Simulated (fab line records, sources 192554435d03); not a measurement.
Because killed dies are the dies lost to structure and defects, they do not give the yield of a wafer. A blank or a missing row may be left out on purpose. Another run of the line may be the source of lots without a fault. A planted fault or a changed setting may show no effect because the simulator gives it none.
A struck lot beside a sound one	flow n5-finfet	14 out of 1938 route steps
Sound: wafers L906.1, L906.2, L906.3. Struck: wafer L898.5 (left out: L898.2, L898.3 of the same lot, which were not struck); the cause appears at the end.
At each step with rows: each side's tool, then ch and its chambers, then its first start. Under that, the readings that differ: sound wafers	struck wafers	difference of the means	sigmas: that difference in standard deviations of wafers without a fault.
alike: words and numbers the same on both sides, and readings whose means are apart by under 2 such deviations; not compared: readings that were withheld, readings missing a value for some wafer, numbers with overlapping values and no deviation given by the record, and bounds like >300 which may hide the same value.
Wherever a step has rows on one side only, a row that says differs or no value, or a row with sigmas, the two part there. When numbers do not overlap yet have no deviation, they are printed without sigmas and do not part them. A reading that every wafer of one side lacks parts them only if that side has two wafers or more.

first, 9 steps without rows for these wafers: N5_FIN_CUT_PEB_06 (peb time 60 s); N5_FIN_CUT_DEVELOP_07 (develop time 30 s); N5_FIN_CUT_DESCUM_13 (chemistry O2, time 7 s); N5_FIN_CUT_ETCH_30 (etches underlayer in N2/H2, target depth 13 nm, time 10.4 s); N5_FIN_CUT_ETCH_20 (etches SiARC in CF4, target depth 26 nm, time 43.3 s); N5_FIN_CUT_ETCH_21 (etches SOC in N2/H2, target depth 219 nm, overetch 43.8 nm, time 523.5 s); N5_FIN_CUT_STRIP_23 (strips in N2/H2); N5_FIN_CUT_STRIP_31 (strips in N2/H2); N5_FIN_CUT_STRIP_24 (strips in CF4).
N5_FIN_CUT_CUT_ETCH_26: etches SiNx in CH3F/O2, target depth 39 nm, time 55.7 s.
  sound on rie-diel-05 ch 1,2,3, day 7 09:11; struck on rie-diel-02 ch 1, day 5 08:50
reading	sound	struck	difference	sigmas
run-length-s (s)	79.5 79.1 78.9	75.7	-3.5	-6
throttle-valve-pct (%)	16.52 16.80 16.54	16.19	-0.43	-2
model.etch.depth-nm (nm)	39.82 38.44 38.23	35.28	-3.55	
model.SOC_of_FIN_CUT_COAT_18.thk-nm (nm)	212.2 212.4 212.2	213.6	+1.3	
  alike: chamber-pressure-mTorr, drypump-motor-current-A, mfc-ar-sccm, oes-product-au, rf-vpp-V, showerhead-plenum-p-Torr
  not compared: bias-w, rf-hours-counter-h
N5_FIN_CUT_CUT_ETCH_27: etches SiO2 in CHF3/O2, target depth 4 nm, overetch 2 nm, time 4.9 s.
  sound on rie-diel-05 ch 1,2,3, day 7 09:13; struck on rie-diel-02 ch 1, day 5 08:53
reading	sound	struck	difference	sigmas
throttle-valve-pct (%)	18.98 19.21 18.97	18.58	-0.47	-2
model.SOC_of_FIN_CUT_COAT_18.thk-nm (nm)	208.2 208.6 208.4	209.8	+1.4	
  alike: bias-w, chamber-pressure-mTorr, drypump-motor-current-A, mfc-ar-sccm, oes-product-au, rf-vpp-V, showerhead-plenum-p-Torr
  not compared: rf-hours-counter-h
then, 1 step without rows for these wafers: N5_FIN_CUT_PRECLEAN_35 (cleans in vHF, time 13.3 s).
-- the record jumps here: 6 days lie between the struck wafers' starts before and after (it left off in module FIN_CUT and takes up again in module BEOL_M4, whose first step shown is number 1111 of the route) --
N5_BEOL_M4_RC_MEAS_101:
  sound on prober-01 ch 0, day 13 03:37; struck on prober-02 ch 0, day 11 07:40
  alike: DIBL_N, DIBL_P, IOFF_N, IOFF_P, ION_N, ION_P, SS_N, SS_P, VT_N, VT_P
-- a jump in the record: the struck wafers' starts before and after are 4 days apart (it breaks off in module BEOL_M4 and resumes in module PASSIVATION, where the first step shown is number 1936 of the route) --
N5_PASSIVATION_PROBE_49:
  sound on prober-01 at day 17 06:35; struck on prober-02 at day 15 15:23
  alike: defect-limited-yield, killed_at_M0_to_M3, killed_at_M4_up, killed-at-contacts, killed-at-front-end, killed-at-other, killed-dies, killed-open, killed-short, sort_bin_5_function, sort_bin_6_memory, sort-n-pass, sort-yield-pct

== WHERE THEY PART ==
First at N5_FIN_CUT_CUT_ETCH_26; last, within this record, at N5_FIN_CUT_CUT_ETCH_27. Later steps at which nothing parts them and some readings are alike: N5_BEOL_M4_RC_MEAS_101, N5_PASSIVATION_PROBE_49.

WHY: whatever the simulator had introduced
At N5_FIN_CUT_CUT_ETCH_26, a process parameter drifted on rie-diel-02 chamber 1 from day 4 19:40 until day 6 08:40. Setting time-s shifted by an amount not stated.
